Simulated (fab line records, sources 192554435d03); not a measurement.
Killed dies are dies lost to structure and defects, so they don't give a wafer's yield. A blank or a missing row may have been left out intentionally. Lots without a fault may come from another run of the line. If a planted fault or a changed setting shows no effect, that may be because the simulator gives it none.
fab line records	flow n5_finfet
record: lots: 24	wafers: 72	last_day: 17
route steps=1938 shown BEOL_M11@1569 BEOL_M12@1612
lots that met no fault: taken from a fault-free run of the same line
start_h: hours from the record's opening day to when the first of the lot's shown wafers began	wait_h: hours elapsed since this lot's preceding step	" same as the row above	L1.1+2: one row covering several wafers at once	- either no value or no given start	* or withheld: withheld	< > ~ a bound
route shown NAME@n: a module of which the file shows steps, and the number in the route of the first	usual: mean/standard deviation of fault-free wafers	same: alike in all rows	chamber/n: place in a boat	sites: per-site readings	_std_site: standard deviation across them	_edge_site: inner sites' mean taken away from outer sites' mean	radius_mm: how far each site lies from the wafer's centre	mask NAME#n: copy n	behind: tool/chamber where the wafer was last shaped	hold: what put the lot on hold/how long, in hours/how the hold closed	device: which transistor (n, p or np) failed to switch	end of line: the same wafers' tests at the end of the route	where a step has no rows: the recipe by itself	killed: dies that structure and defects cost at the first sort, which is not the same as the wafer's yield	map: a wafer's dies, x killed, . not, _ none there
set.NAME: the setting that was run; set.NAME@STEP: the one run at that earlier step	model.NAME: the simulator's own value behind a step, which no gauge read
the route's steps for a sample of lots (tables are steps, rows are wafers)
services: a tool's chamber out of use, with start hour (start_h, from the record's first day; less than 0 if before it), hours out, and reason
== steps ==
step: N5_BEOL_M11_OVL_MEAS_29
recipe: points_per_wafer: 44
usual: V10_OVL: 0.4/0.85
same: points_per_wafer: 44
lot.wafer	tool	chamber	start_h	wait_h	V10_OVL[nm]
L075.2	overlay-02	0	228.90	0.0	0.0
L075.5	"	0	"	"	1.6
L075.6	"	0	"	"	0.4
L074.2	overlay-02	0	236.50	0.0	0.0
L074.4	"	0	"	"	-1.1
L074.6	"	0	"	"	0.7
L076.3	overlay-02	0	240.55	0.0	0.9
L076.4	"	0	"	"	1.1
L076.5	"	0	"	"	1.8
L077.1	overlay-01	0	246.96	0.0	2.1
L077.2	"	0	"	"	0.9
L077.5	"	0	"	"	0.0
L078.1	overlay-01	0	250.72	0.0	1.4
L078.4	"	0	"	"	-0.7
L078.6	"	0	"	"	-0.8
L080.2	overlay-01	0	250.89	0.0	0.7
L080.4	"	0	"	"	0.3
L080.5	"	0	"	"	-0.6
L079.2	overlay-01	0	257.30	0.0	0.8
L079.4	"	0	"	"	1.4
L079.6	"	0	"	"	-0.4
L083.3	overlay-02	0	272.52	0.0	-1.1
L083.4	"	0	"	"	0.0
L083.6	"	0	"	"	0.6
L081.4	overlay-02	0	272.69	0.0	1.9
L081.5	"	0	"	"	-0.3
L081.6	"	0	"	"	0.5
L082.3	overlay-02	0	279.47	0.0	-0.3
L082.5	"	0	"	"	-0.7
L082.6	"	0	"	"	-0.2
L085.2	overlay-02	0	286.31	0.0	0.3
L085.3	"	0	"	"	0.6
L085.6	"	0	"	"	0.8
L084.1	overlay-02	0	303.17	0.0	0.6
L084.3	"	0	"	"	-0.6
L084.4	"	0	"	"	0.6
L086.2	overlay-01	0	303.34	0.0	-1.6
L086.3	"	0	"	"	-0.4
L086.6	"	0	"	"	-1.3
L087.2	overlay-01	0	306.26	0.0	0.4
L087.4	"	0	"	"	0.5
L087.6	"	0	"	"	-1.0
L088.2	overlay-02	0	326.56	0.0	-0.9
L088.4	"	0	"	"	0.2
L088.6	"	0	"	"	-0.5
L089.1	overlay-02	0	327.01	0.0	-0.2
L089.4	"	0	"	"	1.3
L089.6	"	0	"	"	0.6
L090.2	overlay-01	0	331.40	0.0	0.8
L090.4	"	0	"	"	1.2
L090.6	"	0	"	"	0.8
L091.3	overlay-01	0	334.43	0.0	1.3
L091.4	"	0	"	"	0.1
L091.6	"	0	"	"	0.1
L093.4	overlay-02	0	337.59	0.0	0.9
L093.5	"	0	"	"	1.2
L093.6	"	0	"	"	2.1
L094.1	overlay-02	0	345.24	0.0	0.6
L094.4	"	0	"	"	0.8
L094.6	"	0	"	"	-0.2
L092.1	overlay-01	0	347.66	0.0	1.7
L092.3	"	0	"	"	1.0
L092.4	"	0	"	"	1.5
L095.2	overlay-01	0	352.93	0.0	1.0
L095.5	"	0	"	"	0.5
L095.6	"	0	"	"	2.1
L096.2	overlay-01	0	357.27	0.0	0.4
L096.4	"	0	"	"	1.1
L096.5	"	0	"	"	1.7
L097.2	overlay-01	0	361.03	0.0	1.6
L097.5	"	0	"	"	-0.1
L097.6	"	0	"	"	1.6
step: N5_BEOL_M11_DEGAS_44
recipe: ambient: vacuum	temp_c: 250	time_s: 60
usual: heater_power_w: 327/34
lot.wafer	tool	chamber	start_h	wait_h	heater_power_w
L075.2	pvd_sputter-03	-	233.02	3.3	297
L075.5	"	-	"	"	285
L075.6	"	-	"	"	318
L074.2	pvd_sputter-01	-	238.29	0.7	281
L074.4	"	-	"	"	328
L074.6	"	-	"	"	370
L076.3	pvd_sputter-01	-	241.85	0.4	304
L076.4	"	-	"	"	368
L076.5	"	-	"	"	341
L077.1	pvd_sputter-01	-	248.33	0.4	359
L077.2	"	-	"	"	276
L077.5	"	-	"	"	363
L078.1	pvd_sputter-02	-	252.08	0.5	342
L078.4	"	-	"	"	306
L078.6	"	-	"	"	336
L080.2	pvd_sputter-01	-	253.40	1.5	277
L080.4	"	-	"	"	366
L080.5	"	-	"	"	307
L079.2	pvd_sputter-03	-	258.50	0.4	317
L079.4	"	-	"	"	326
L079.6	"	-	"	"	299
L083.3	pvd_sputter-03	-	274.59	0.4	292
L083.4	"	-	"	"	323
L083.6	"	-	"	"	322
L081.4	pvd_sputter-01	-	274.85	0.2	280
L081.5	"	-	"	"	335
L081.6	"	-	"	"	364
L082.3	pvd_sputter-03	-	281.88	1.0	327
L082.5	"	-	"	"	305
L082.6	"	-	"	"	283
L085.2	pvd_sputter-02	-	289.13	1.8	340
L085.3	"	-	"	"	300
L085.6	"	-	"	"	342
L084.1	pvd_sputter-01	-	304.69	0.4	365
L084.3	"	-	"	"	329
L084.4	"	-	"	"	313
L086.2	pvd_sputter-01	-	305.29	0.4	369
L086.3	"	-	"	"	306
L086.6	"	-	"	"	373
L087.2	pvd_sputter-02	-	307.78	0.6	339
L087.4	"	-	"	"	350
L087.6	"	-	"	"	334
L088.2	pvd_sputter-01	-	328.16	0.2	304
L088.4	"	-	"	"	332
L088.6	"	-	"	"	302
L089.1	pvd_sputter-01	-	329.70	1.1	305
L089.4	"	-	"	"	272
L089.6	"	-	"	"	278
L090.2	pvd_sputter-01	-	332.50	0.3	328
L090.4	"	-	"	"	363
L090.6	"	-	"	"	333
L091.3	pvd_sputter-02	-	335.53	0.2	344
L091.4	"	-	"	"	341
L091.6	"	-	"	"	402
L093.4	pvd_sputter-03	-	338.90	0.2	326
L093.5	"	-	"	"	303
L093.6	"	-	"	"	327
L094.1	pvd_sputter-02	-	346.66	0.5	340
L094.4	"	-	"	"	305
L094.6	"	-	"	"	343
L092.1	pvd_sputter-02	-	349.88	1.4	334
L092.3	"	-	"	"	341
L092.4	"	-	"	"	395
L095.2	pvd_sputter-01	-	354.23	0.5	273
L095.5	"	-	"	"	373
L095.6	"	-	"	"	334
L096.2	pvd_sputter-01	-	358.85	0.3	361
L096.4	"	-	"	"	276
L096.5	"	-	"	"	327
L097.2	pvd_sputter-01	-	362.69	0.4	317
L097.5	"	-	"	"	346
L097.6	"	-	"	"	311
step: N5_BEOL_M11_INSPECT_58
recipe: inspect_instrument: darkfield	mode: post_dep
usual: raw_defect_count: 68/22
lot.wafer	tool	chamber	start_h	wait_h	raw_defect_count
L075.2	defect_inspect-01	-	234.68	0.0	98
L075.5	"	-	"	"	97
L075.6	"	-	"	"	60
L074.2	defect_inspect-02	-	240.06	0.0	72
L074.4	"	-	"	"	113
L074.6	"	-	"	"	77
L076.3	defect_inspect-02	-	243.68	0.0	34
L076.4	"	-	"	"	46
L076.5	"	-	"	"	57
L077.1	defect_inspect-02	-	250.44	0.0	65
L077.2	"	-	"	"	55
L077.5	"	-	"	"	54
L078.1	defect_inspect-02	-	254.28	0.0	149
L078.4	"	-	"	"	99
L078.6	"	-	"	"	92
L080.2	defect_inspect-02	-	255.63	0.0	62
L080.4	"	-	"	"	47
L080.5	"	-	"	"	78
L079.2	defect_inspect-02	-	261.08	0.0	40
L079.4	"	-	"	"	53
L079.6	"	-	"	"	78
L083.3	defect_inspect-02	-	276.32	0.0	82
L083.4	"	-	"	"	28
L083.6	"	-	"	"	67
L081.4	defect_inspect-01	-	276.45	0.0	80
L081.5	"	-	"	"	59
L081.6	"	-	"	"	122
L082.3	defect_inspect-02	-	283.48	0.0	63
L082.5	"	-	"	"	90
L082.6	"	-	"	"	52
L085.2	defect_inspect-02	-	290.74	0.0	59
L085.3	"	-	"	"	84
L085.6	"	-	"	"	83
L084.1	defect_inspect-01	-	306.90	0.0	68
L084.3	"	-	"	"	60
L084.4	"	-	"	"	66
L086.2	defect_inspect-01	-	308.32	0.0	80
L086.3	"	-	"	"	116
L086.6	"	-	"	"	86
L087.2	defect_inspect-01	-	309.73	0.0	48
L087.4	"	-	"	"	60
L087.6	"	-	"	"	99
L088.2	defect_inspect-02	-	330.37	0.0	86
L088.4	"	-	"	"	98
L088.6	"	-	"	"	98
L089.1	defect_inspect-01	-	331.51	0.0	32
L089.4	"	-	"	"	40
L089.6	"	-	"	"	49
L090.2	defect_inspect-01	-	335.94	0.0	55
L090.4	"	-	"	"	52
L090.6	"	-	"	"	46
L091.3	defect_inspect-02	-	337.22	0.0	69
L091.4	"	-	"	"	57
L091.6	"	-	"	"	53
L093.4	defect_inspect-01	-	342.46	0.0	59
L093.5	"	-	"	"	58
L093.6	"	-	"	"	55
L094.1	defect_inspect-02	-	348.94	0.0	58
L094.4	"	-	"	"	64
L094.6	"	-	"	"	38
L092.1	defect_inspect-02	-	352.10	0.0	70
L092.3	"	-	"	"	52
L092.4	"	-	"	"	59
L095.2	defect_inspect-01	-	357.01	0.0	49
L095.5	"	-	"	"	89
L095.6	"	-	"	"	86
L096.2	defect_inspect-02	-	360.84	0.0	89
L096.4	"	-	"	"	91
L096.5	"	-	"	"	70
L097.2	defect_inspect-01	-	365.51	0.0	75
L097.5	"	-	"	"	107
L097.6	"	-	"	"	50
step: N5_BEOL_M12_CD_MEAS_10
recipe: target_cd_nm: 140	landing_energy_ev: 500	detector: se_inlens	polarity: opening
usual: cd_nm: 140.4/2.8
lot.wafer	tool	chamber	start_h	wait_h	cd_nm
L075.2	cd_sem-02	0	235.20	-	145.6
L075.5	"	0	"	"	141.5
L075.6	"	0	"	"	141.4
L074.2	cd_sem-03	0	240.70	-	133.7
L074.4	"	0	"	"	138.7
L074.6	"	0	"	"	138.4
L076.3	cd_sem-01	0	244.28	-	142.9
L076.4	"	0	"	"	140.6
L076.5	"	0	"	"	139.5
L077.1	cd_sem-01	0	250.91	-	144.9
L077.2	"	0	"	"	142.1
L077.5	"	0	"	"	141.8
L078.1	cd_sem-02	0	254.92	-	142.9
L078.4	"	0	"	"	145.1
L078.6	"	0	"	"	140.4
L080.2	cd_sem-01	0	256.10	-	134.9
L080.4	"	0	"	"	139.9
L080.5	"	0	"	"	141.9
L079.2	cd_sem-03	0	261.55	-	137.5
L079.4	"	0	"	"	137.6
L079.6	"	0	"	"	134.2
L083.3	cd_sem-01	0	276.80	-	142.0
L083.4	"	0	"	"	139.9
L083.6	"	0	"	"	141.3
L081.4	cd_sem-03	0	276.93	-	139.6
L081.5	"	0	"	"	133.6
L081.6	"	0	"	"	143.0
L082.3	cd_sem-01	0	284.08	-	137.6
L082.5	"	0	"	"	139.7
L082.6	"	0	"	"	138.5
L085.2	cd_sem-02	0	291.34	-	142.7
L085.3	"	0	"	"	140.1
L085.6	"	0	"	"	139.4
L084.1	cd_sem-03	0	307.50	-	141.6
L084.3	"	0	"	"	136.2
L084.4	"	0	"	"	142.4
L086.2	cd_sem-02	0	308.80	-	139.7
L086.3	"	0	"	"	141.5
L086.6	"	0	"	"	144.8
L087.2	cd_sem-01	0	310.21	-	139.8
L087.4	"	0	"	"	139.5
L087.6	"	0	"	"	140.8
L088.2	cd_sem-03	0	330.84	-	141.9
L088.4	"	0	"	"	144.8
L088.6	"	0	"	"	144.7
L089.1	cd_sem-02	0	331.98	-	140.5
L089.4	"	0	"	"	144.0
L089.6	"	0	"	"	141.0
L090.2	cd_sem-03	0	336.54	-	136.1
L090.4	"	0	"	"	138.1
L090.6	"	0	"	"	138.8
L091.3	cd_sem-01	0	337.82	-	139.9
L091.4	"	0	"	"	138.1
L091.6	"	0	"	"	142.5
L093.4	cd_sem-02	0	342.93	-	140.6
L093.5	"	0	"	"	139.4
L093.6	"	0	"	"	142.8
L094.1	cd_sem-02	0	349.54	-	139.1
L094.4	"	0	"	"	139.8
L094.6	"	0	"	"	135.7
L092.1	cd_sem-03	0	352.57	-	143.1
L092.3	"	0	"	"	143.9
L092.4	"	0	"	"	146.9
L095.2	cd_sem-02	0	357.48	-	144.1
L095.5	"	0	"	"	140.1
L095.6	"	0	"	"	137.1
L096.2	cd_sem-02	0	361.44	-	143.4
L096.4	"	0	"	"	141.3
L096.5	"	0	"	"	140.4
L097.2	cd_sem-02	0	366.11	-	143.0
L097.5	"	0	"	"	139.4
L097.6	"	0	"	"	139.1
step: N5_BEOL_M12_STRIP_63
recipe: chemistry: N2/H2	power_w: 1000	temp_c: 250	h2_frac: 0.65	overash_fraction: 0.3	pressure_mtorr: 1000	n2_flow_sccm: 1750	h2_flow_sccm: 3250
usual: drypump_motor_current_A: 5.50/0.19	heater_power_w: 307/17	oes_product_au: 0.693/0.0049	strip_time_to_endpoint_s: 42.7/1
lot.wafer	tool	chamber	start_h	wait_h	drypump_motor_current_A	heater_power_w	oes_product_au	rf_hours_counter_h	strip_time_to_endpoint_s
L075.2	plasma_asher-01	0	235.57	-	5.64	281	0.701	67	44.0
L075.5	"	0	"	"	5.66	283	0.692	-	44.0
L075.6	"	1	"	"	5.51	306	0.692	-	42.6
L074.2	plasma_asher-01	1	241.07	-	5.49	308	0.695	68	43.6
L074.4	"	1	"	"	5.48	311	0.691	-	42.2
L074.6	"	1	"	"	5.49	309	0.689	-	41.8
L076.3	plasma_asher-01	0	244.67	-	5.66	280	0.688	-	44.7
L076.4	"	1	"	"	5.49	308	0.695	-	41.8
L076.5	"	0	"	"	5.64	284	0.689	-	43.4
L077.1	plasma_asher-02	0	251.28	-	5.11	320	0.687	123	43.1
L077.2	"	1	"	"	5.62	313	0.697	123	44.6
L077.5	"	0	"	"	5.12	334	0.691	-	43.3
L078.1	plasma_asher-01	1	255.53	-	5.50	299	0.696	71	43.9
L078.4	"	1	"	"	5.50	313	0.693	-	42.9
L078.6	"	1	"	"	5.50	304	0.692	-	44.0
L080.2	plasma_asher-01	0	256.48	-	5.65	279	0.695	71	42.3
L080.4	"	1	"	"	5.51	307	0.684	-	40.4
L080.5	"	1	"	"	5.51	304	0.693	-	41.4
L079.2	plasma_asher-01	0	262.06	-	5.64	281	0.686	72	41.7
L079.4	"	0	"	"	5.64	282	0.687	-	41.9
L079.6	"	1	"	"	5.50	309	0.694	-	40.5
L083.3	plasma_asher-02	1	277.34	-	5.61	320	0.695	-	42.6
L083.4	"	0	"	"	5.17	330	0.692	-	41.6
L083.6	"	1	"	"	5.63	321	0.693	-	42.2
L081.4	plasma_asher-02	1	277.50	-	5.65	314	0.689	-	42.8
L081.5	"	0	"	"	5.16	329	0.685	-	42.6
L081.6	"	1	"	"	5.65	326	0.692	-	42.6
L082.3	plasma_asher-01	1	284.47	-	5.48	314	0.689	-	42.5
L082.5	"	1	"	"	5.49	311	0.689	-	41.9
L082.6	"	0	"	"	5.65	281	0.693	-	42.4
L085.2	plasma_asher-02	0	291.78	-	5.15	325	0.673	131	41.5
L085.3	"	0	"	"	5.19	318	0.687	-	43.6
L085.6	"	1	"	"	5.62	314	0.690	-	41.7
L084.1	plasma_asher-01	0	308.18	-	5.65	281	0.690	81	43.8
L084.3	"	1	"	"	5.50	314	0.689	-	43.8
L084.4	"	0	"	"	5.65	289	0.695	-	43.7
L086.2	plasma_asher-01	0	309.31	-	5.69	289	0.689	81	42.2
L086.3	"	1	"	"	5.48	306	0.693	-	41.4
L086.6	"	1	"	"	5.50	304	0.694	-	41.8
L087.2	plasma_asher-01	0	311.16	-	5.66	286	0.690	82	43.0
L087.4	"	0	"	"	5.65	286	0.691	-	43.2
L087.6	"	1	"	"	5.51	312	0.697	-	42.6
L088.2	plasma_asher-02	1	331.25	-	5.61	314	0.696	138	44.8
L088.4	"	0	"	"	5.17	320	0.694	-	44.2
L088.6	"	0	"	"	5.14	330	0.702	-	43.7
L089.1	plasma_asher-02	1	332.35	-	5.61	322	0.694	138	43.3
L089.4	"	0	"	"	5.15	316	0.690	-	43.6
L089.6	"	1	"	"	5.63	319	0.701	-	42.9
L090.2	plasma_asher-02	0	336.92	-	5.16	324	0.700	139	43.0
L090.4	"	0	"	"	5.15	324	0.694	-	41.3
L090.6	"	0	"	"	5.17	321	0.695	-	44.1
L091.3	plasma_asher-02	1	338.33	-	5.64	322	0.691	-	40.7
L091.4	"	0	"	"	5.16	326	0.703	-	40.8
L091.6	"	0	"	"	5.14	326	0.688	-	42.0
L093.4	plasma_asher-02	1	343.44	-	5.63	322	0.693	-	41.9
L093.5	"	1	"	"	5.66	319	0.692	-	42.0
L093.6	"	0	"	"	5.16	335	0.688	-	42.2
L094.1	plasma_asher-01	1	350.58	-	5.50	303	0.692	90	43.6
L094.4	"	1	"	"	5.49	310	0.687	-	41.5
L094.6	"	0	"	"	5.64	284	0.695	-	43.5
L092.1	plasma_asher-01	0	352.95	-	5.64	284	0.692	91	42.4
L092.3	"	1	"	"	5.48	319	0.687	-	43.8
L092.4	"	0	"	"	5.61	278	0.693	-	42.3
L095.2	plasma_asher-01	0	358.01	-	5.66	294	0.692	92	43.4
L095.5	"	0	"	"	5.64	273	0.699	-	42.2
L095.6	"	1	"	"	5.49	310	0.694	-	41.3
L096.2	plasma_asher-02	1	361.96	-	5.64	319	0.699	144	43.6
L096.4	"	0	"	"	5.18	319	0.689	-	44.4
L096.5	"	1	"	"	5.65	329	0.694	-	43.4
L097.2	plasma_asher-01	0	366.69	-	5.65	281	0.701	94	42.3
L097.5	"	0	"	"	5.65	284	0.692	-	42.0
L097.6	"	1	"	"	5.48	308	0.685	-	42.5
step: N5_BEOL_M12_STRIP_64
recipe: chemistry: N2/H2	power_w: 1000	temp_c: 250	h2_frac: 0.65	overash_fraction: 0.3	pressure_mtorr: withheld	n2_flow_sccm: 1750	h2_flow_sccm: 3250
usual: drypump_motor_current_A: 5.50/0.19	heater_power_w: 307/17	oes_product_au: 0.715/0.0045	strip_time_to_endpoint_s: 31.29/0.084
lot.wafer	tool	chamber	start_h	wait_h	drypump_motor_current_A	heater_power_w	oes_product_au	rf_hours_counter_h	strip_time_to_endpoint_s
L075.2	plasma_asher-01	0	235.63	0.0	5.64	278	0.715	67	31.23
L075.5	"	0	"	"	5.63	282	0.720	-	31.22
L075.6	"	1	"	"	5.52	313	0.710	-	31.20
L074.2	plasma_asher-01	1	241.13	0.0	5.49	309	0.710	68	31.32
L074.4	"	1	"	"	5.48	303	0.712	-	31.25
L074.6	"	1	"	"	5.49	310	0.719	-	31.29
L076.3	plasma_asher-01	0	244.73	0.0	5.68	279	0.715	-	31.16
L076.4	"	1	"	"	5.49	312	0.704	-	31.18
L076.5	"	0	"	"	5.66	275	0.713	-	31.15
L077.1	plasma_asher-02	0	251.34	0.0	5.15	319	0.718	123	31.28
L077.2	"	1	"	"	5.65	322	0.716	123	31.25
L077.5	"	0	"	"	5.18	330	0.721	-	31.27
L078.1	plasma_asher-01	1	255.59	0.0	5.50	299	0.713	71	31.45
L078.4	"	1	"	"	5.50	303	0.713	-	31.42
L078.6	"	1	"	"	5.50	304	0.714	-	31.41
L080.2	plasma_asher-01	0	256.54	0.0	5.65	285	0.725	71	31.40
L080.4	"	1	"	"	5.49	309	0.709	-	31.38
L080.5	"	1	"	"	5.50	316	0.718	-	31.36
L079.2	plasma_asher-01	0	262.12	0.0	5.63	287	0.716	72	31.14
L079.4	"	0	"	"	5.65	291	0.718	-	31.24
L079.6	"	1	"	"	5.51	308	0.713	-	31.23
L083.3	plasma_asher-02	1	277.40	0.0	5.64	321	0.723	-	31.36
L083.4	"	0	"	"	5.18	330	0.718	-	31.33
L083.6	"	1	"	"	5.62	319	0.719	-	31.40
L081.4	plasma_asher-02	1	277.56	0.0	5.64	320	0.717	-	31.17
L081.5	"	0	"	"	5.14	336	0.714	-	31.17
L081.6	"	1	"	"	5.65	321	0.718	-	31.15
L082.3	plasma_asher-01	1	284.53	0.0	5.49	305	0.715	-	31.35
L082.5	"	1	"	"	5.50	307	0.711	-	31.31
L082.6	"	0	"	"	5.62	278	0.719	-	31.31
L085.2	plasma_asher-02	0	291.84	0.0	5.17	320	0.718	131	31.39
L085.3	"	0	"	"	5.17	325	0.716	-	31.34
L085.6	"	1	"	"	5.62	326	0.712	-	31.42
L084.1	plasma_asher-01	0	308.24	0.0	5.64	282	0.716	81	31.30
L084.3	"	1	"	"	5.51	302	0.713	-	31.37
L084.4	"	0	"	"	5.64	291	0.724	-	31.33
L086.2	plasma_asher-01	0	309.37	0.0	5.65	281	0.714	81	31.32
L086.3	"	1	"	"	5.50	309	0.713	-	31.24
L086.6	"	1	"	"	5.50	311	0.718	-	31.22
L087.2	plasma_asher-01	0	311.22	0.0	5.64	285	0.721	82	31.46
L087.4	"	0	"	"	5.63	279	0.714	-	31.40
L087.6	"	1	"	"	5.49	315	0.716	-	31.45
L088.2	plasma_asher-02	1	331.31	0.0	5.66	314	0.721	138	31.37
L088.4	"	0	"	"	5.15	320	0.717	-	31.40
L088.6	"	0	"	"	5.12	328	0.717	-	31.35
L089.1	plasma_asher-02	1	332.41	0.0	5.63	323	0.711	138	31.28
L089.4	"	0	"	"	5.13	323	0.713	-	31.31
L089.6	"	1	"	"	5.65	313	0.716	-	31.40
L090.2	plasma_asher-02	0	336.98	0.0	5.13	327	0.715	139	31.17
L090.4	"	0	"	"	5.16	337	0.716	-	31.12
L090.6	"	0	"	"	5.16	317	0.719	-	31.23
L091.3	plasma_asher-02	1	338.39	0.0	5.64	320	0.717	-	31.24
L091.4	"	0	"	"	5.20	333	0.708	-	31.18
L091.6	"	0	"	"	5.17	321	0.722	-	31.21
L093.4	plasma_asher-02	1	343.50	0.0	5.61	317	0.718	-	31.40
L093.5	"	1	"	"	5.65	325	0.715	-	31.35
L093.6	"	0	"	"	5.14	325	0.704	-	31.35
L094.1	plasma_asher-01	1	350.64	0.0	5.50	305	0.708	90	31.37
L094.4	"	1	"	"	5.50	303	0.707	-	31.31
L094.6	"	0	"	"	5.64	283	0.709	-	31.30
L092.1	plasma_asher-01	0	353.01	0.0	5.66	284	0.717	91	31.32
L092.3	"	1	"	"	5.49	309	0.713	-	31.26
L092.4	"	0	"	"	5.66	284	0.714	-	31.27
L095.2	plasma_asher-01	0	358.07	0.0	5.64	288	0.719	92	31.21
L095.5	"	0	"	"	5.65	287	0.720	-	31.27
L095.6	"	1	"	"	5.49	309	0.715	-	31.32
L096.2	plasma_asher-02	1	362.02	0.0	5.64	322	0.713	144	31.29
L096.4	"	0	"	"	5.18	329	0.716	-	31.30
L096.5	"	1	"	"	5.66	308	0.715	-	31.30
L097.2	plasma_asher-01	0	366.75	0.0	5.65	282	0.717	94	31.25
L097.5	"	0	"	"	5.65	284	0.715	-	31.25
L097.6	"	1	"	"	5.51	305	0.714	-	31.27
== services ==
tool	chamber	start_h	hours	kind
plasma_asher-01	-	292.34	1.9	repair
plasma_asher-01	-	315.45	2.8	pm
plasma_asher-02	-	348.35	4.3	pm
pvd_sputter-03	-	352.72	1.3	repair
== key ==
fault none
